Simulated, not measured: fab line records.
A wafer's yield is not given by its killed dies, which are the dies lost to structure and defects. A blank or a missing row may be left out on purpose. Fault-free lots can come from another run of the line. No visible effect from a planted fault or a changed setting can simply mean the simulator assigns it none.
What tool caused it? | flow n5-finfet | 9 lots, 27 wafers sampled, at 5 steps of a route of 1938

WHAT THE GAUGES SHOWED, per wafer
N5_HKMG_FIN_CD_MEAS_49: the cd target is 202 nm. Usual: cd-nm at 201.9 nm, with a standard deviation of 0.48.
lot  | measured    | on        | cd-nm (nm)        | flag
L423 | day 4 13:09 | cd-sem-02 | 201.8 202.1 202.4 |
L427 | day 5 12:10 | cd-sem-02 | 202.6 201.4 201.7 |
L428 | day 5 19:31 | cd-sem-03 | 201.7 201.7 201.6 |
L433 | day 7 04:41 | cd-sem-03 | 202.0 202.2 201.8 |
L436 | day 7 17:25 | cd-sem-01 | 201.3 201.5 202.5 |
L438 | day 8 05:46 | cd-sem-01 | 202.4 201.9 201.5 |
L441 | day 9 02:14 | cd-sem-03 | 201.7 202.7 201.7 |
L443 | day 9 17:01 | cd-sem-02 | 201.6 201.4 201.5 |
L444 | day 9 17:13 | cd-sem-01 | 201.3 201.5 201.4 |

N5_BEOL_M4_RC_MEAS_101. Usual: DIBL_N 36.3 mV/V, standard deviation 1.4; DIBL_P 36.2 mV/V, standard deviation 1.5; IOFF_N 0.160 nA/um, standard deviation 0.021; IOFF_P 0.211 nA/um, standard deviation 0.027; ION_N 676 uA/um, standard deviation 7.7; ION_P 463 uA/um, standard deviation 5.5; SS_N 71.4 mV/dec, standard deviation 0.57; SS_P 73.3 mV/dec, standard deviation 0.58; VT_N 249.3 mV, standard deviation 2.5; VT_P -250.1 mV, standard deviation 2.6.
lot  | measured     | on        | DIBL_N (mV/V)  | DIBL_P (mV/V)  | IOFF_N (nA/um)    | IOFF_P (nA/um)    | ION_N (uA/um) | ION_P (uA/um) | SS_N (mV/dec)  | SS_P (mV/dec)  | VT_N (mV)         | VT_P (mV)            | flag
L423 | day 8 18:29  | prober-01 | 34.7 35.4 35.9 | 35.4 35.5 36.0 | 0.147 0.154 0.162 | 0.193 0.193 0.212 | 674 673 676   | 461 457 463   | 70.8 71.6 71.6 | 72.1 73.2 72.9 | 249.7 250.8 249.0 | -250.8 -250.3 -249.7 |
L427 | day 9 13:05  | prober-01 | 38.6 38.2 37.8 | 37.1 37.4 35.5 | 0.156 0.152 0.137 | 0.234 0.229 0.201 | 668 673 674   | 467 469 461   | 71.9 71.0 71.8 | 73.6 73.6 73.1 | 252.9 249.7 253.1 | -250.9 -249.4 -250.7 |
L428 | day 9 22:33  | prober-01 | 37.1 35.9 36.6 | 35.6 34.0 34.4 | 0.154 0.139 0.144 | 0.203 0.198 0.193 | 673 677 665   | 460 469 468   | 71.1 70.9 70.8 | 73.5 72.5 72.9 | 250.1 249.1 248.3 | -250.2 -248.9 -249.8 |
L433 | day 11 06:19 | prober-02 | 36.0 37.8 36.2 | 36.1 38.2 35.8 | 0.147 0.174 0.149 | 0.180 0.200 0.172 | 659 682 663   | 455 460 446   | 72.1 71.9 71.4 | 73.0 74.3 72.8 | 251.5 248.3 252.0 | -253.5 -251.7 -255.1 |
L436 | day 11 20:47 | prober-02 | 35.1 38.3 39.6 | 33.8 38.1 38.9 | 0.132 0.192 0.220 | 0.212 0.283 0.301 | 677 686 697   | 465 475 480   | 70.5 72.5 72.0 | 72.9 73.9 74.3 | 249.9 246.7 242.6 | -245.2 -245.0 -244.7 |
L438 | day 12 01:40 | prober-02 | 36.1 36.1 35.0 | 35.1 34.6 33.8 | 0.162 0.162 0.150 | 0.204 0.194 0.184 | 672 681 680   | 465 463 463   | 71.2 71.5 70.9 | 72.9 73.4 72.8 | 248.7 248.9 250.5 | -249.9 -252.3 -251.6 |
L441 | day 13 08:55 | prober-02 | 36.2 33.3 35.4 | 37.0 34.4 36.0 | 0.155 0.112 0.134 | 0.210 0.168 0.185 | 681 667 676   | 465 460 465   | 71.0 70.5 71.1 | 72.6 72.3 72.1 | 248.7 252.3 250.8 | -248.2 -251.6 -252.4 |
L443 | day 13 20:19 | prober-01 | 36.9 36.1 37.2 | 37.2 36.4 37.9 | 0.179 0.162 0.189 | 0.233 0.231 0.242 | 680 683 687   | 468 469 471   | 71.7 71.4 72.7 | 73.4 74.0 74.3 | 249.0 249.9 247.6 | -246.6 -250.1 -248.8 |
L444 | day 14 01:29 | prober-01 | 36.2 35.2 37.5 | 36.6 34.4 37.0 | 0.155 0.125 0.157 | 0.221 0.181 0.228 | 673 660 673   | 465 451 460   | 71.6 70.8 71.8 | 74.1 73.0 74.3 | 250.7 253.3 250.6 | -249.9 -250.6 -249.8 |

TOOL THAT RAN EACH LOT (tool first, then ch and the chambers of the sampled wafers, then the start)
lot  | N5_HKMG_FIN_ETCH_55               | N5_HKMG_FIN_ALD_36                 | N5_HKMG_FIN_COAT_29
L423 | rie-diel-06 ch 1,2, day 4 13:25   | ald-metal-01 ch 0,1,2, day 4 15:27 | litho-track-02 ch 0, day 4 16:14
L427 | rie-diel-04 ch 0,2, day 5 12:20   | ald-metal-04 ch 0,1,2, day 5 14:38 | litho-track-02 ch 0, day 5 15:26
L428 | rie-diel-05 ch 1,3, day 5 20:00   | ald-metal-03 ch 0,2,3, day 5 22:17 | litho-track-01 ch 0, day 5 23:04
L433 | rie-diel-05 ch 1,2,3, day 7 04:52 | ald-metal-04 ch 0,1,2, day 7 06:59 | litho-track-02 ch 0, day 7 07:47
L436 | rie-diel-04 ch 0,2, day 7 17:35   | ald-metal-04 ch 1,2,3, day 7 19:38 | litho-track-02 ch 0, day 7 20:26
L438 | rie-diel-06 ch 1,2,3, day 8 05:56 | ald-metal-01 ch 1,2,3, day 8 08:00 | litho-track-01 ch 0, day 8 08:47
L441 | rie-diel-06 ch 0,2,3, day 9 02:25 | ald-metal-01 ch 0,1,2, day 9 04:28 | litho-track-01 ch 0, day 9 05:16
L443 | rie-diel-04 ch 0,1, day 9 17:17   | ald-metal-01 ch 0,1,3, day 9 19:25 | litho-track-01 ch 0, day 9 20:11
L444 | rie-diel-06 ch 0,1,2, day 9 17:23 | ald-metal-03 ch 0,2, day 9 19:32   | litho-track-05 ch 0, day 9 20:19
- N5_HKMG_FIN_ETCH_55: etches SOC in N2/H2, target depth 240 nm, time 300 s.
- N5_HKMG_FIN_ALD_36: deposits TiN, target thk 1 nm, pulse time 1 s, purge time 3 s.
- N5_HKMG_FIN_COAT_29: time 60 s, resist thk 300 nm.

WHAT THE TOOLS THEMSELVES READ (means of the sampled wafers that have a number; where no wafer has one, the mark that the record gives instead)
N5_HKMG_FIN_ETCH_55. Usual: drypump-motor-current-A 5.9 A, standard deviation 0.42; oes-product-au 0.78 a.u., standard deviation 0.088; rf-vpp-V 524.2 V, standard deviation 2.9; showerhead-plenum-p-Torr 2.55 Torr, standard deviation 0.097; throttle-valve-pct 17.72 %, standard deviation 0.21.
lot  | tool        | drypump-motor-current-A (A) | oes-product-au (a.u.) | rf-vpp-V (V) | showerhead-plenum-p-Torr (Torr) | throttle-valve-pct (%) | flag
L423 | rie-diel-06 | 6.2                         | 0.87                  | 525.8        | 2.62                            | 17.72                  |
L427 | rie-diel-04 | 5.6                         | 0.89                  | 524.9        | 2.59                            | 17.71                  |
L428 | rie-diel-05 | 5.7                         | 0.74                  | 525.8        | 2.62                            | 17.70                  |
L433 | rie-diel-05 | 5.8                         | 0.79                  | 525.2        | 2.59                            | 17.58                  |
L436 | rie-diel-04 | 5.6                         | 0.86                  | 526.0        | 2.58                            | 17.74                  |
L438 | rie-diel-06 | 6.3                         | 0.76                  | 522.5        | 2.51                            | 17.73                  |
L441 | rie-diel-06 | 6.1                         | 0.72                  | 521.7        | 2.46                            | 17.71                  |
L443 | rie-diel-04 | 5.6                         | 0.84                  | 525.5        | 2.57                            | 17.55                  |
L444 | rie-diel-06 | 6.0                         | 0.78                  | 523.6        | 2.55                            | 17.76                  |

N5_HKMG_FIN_ALD_36. Usual: heater-power-w 861 W, standard deviation 81; precursor-pulse-height-rel 0.999, standard deviation 0.02; susceptor-temp-C 399.97 C, standard deviation 0.23.
lot  | tool         | heater-power-w (W) | precursor-pulse-height-rel | susceptor-temp-C (C) | flag
L423 | ald-metal-01 | 871                | 1.009                      | 400.07               |
L427 | ald-metal-04 | 900                | 1.006                      | 400.37               |
L428 | ald-metal-03 | 873                | 0.995                      | 399.97               |
L433 | ald-metal-04 | 893                | 0.984                      | 399.91               |
L436 | ald-metal-04 | 875                | 1.010                      | 399.83               |
L438 | ald-metal-01 | 870                | 1.004                      | 400.07               |
L441 | ald-metal-01 | 880                | 1.009                      | 399.93               |
L443 | ald-metal-01 | 833                | 0.986                      | 400.07               |
L444 | ald-metal-03 | 843                | 1.000                      | 400.15               |

N5_HKMG_FIN_COAT_29. Usual: heater-power-total-W 500.3 W, standard deviation 1.7; spin-speed-rpm 1500.2 rpm, standard deviation 1.1.
lot  | tool           | heater-power-total-W (W) | spin-speed-rpm (rpm) | flag
L423 | litho-track-02 | 501.6                    | 1502.1               |
L427 | litho-track-02 | 501.0                    | 1500.7               |
L428 | litho-track-01 | 501.6                    | 1501.0               |
L433 | litho-track-02 | 499.2                    | 1372.0               | OFF
L436 | litho-track-02 | 501.0                    | 1370.3               | OFF
L438 | litho-track-01 | 500.1                    | 1500.6               |
L441 | litho-track-01 | 499.9                    | 1499.5               |
L443 | litho-track-01 | 501.4                    | 1499.6               |
L444 | litho-track-05 | 499.9                    | 1499.6               |

THE ANSWER, worked out from the rows above alone
Rule: a lot counts as off when the mean over its wafers that have a number is more than 3 standard deviations away from the usual mean. Also off: a lot with no number at a reading for which 4 or more lots have one. The other lots that the step has rows for count as sound. After the gauges, taken in route order, come the tools' own readings; for these a lot's mean is taken, as printed above. The first step at which some lot is off is used, and at that step the reading that is off furthest; a lot without a number counts as furthest.
Off: L433, L436, at N5_HKMG_FIN_COAT_29 (spin-speed-rpm).
If a tool, at that step or one of the process steps before it, ran each lot that is off and ran no sound lot following the first of them, it fits. This does not decide it: 2 tools fit, namely ald-metal-04 at N5_HKMG_FIN_ALD_36 and litho-track-02 at N5_HKMG_FIN_COAT_29.

WHAT THE SIMULATOR HAD INSERTED
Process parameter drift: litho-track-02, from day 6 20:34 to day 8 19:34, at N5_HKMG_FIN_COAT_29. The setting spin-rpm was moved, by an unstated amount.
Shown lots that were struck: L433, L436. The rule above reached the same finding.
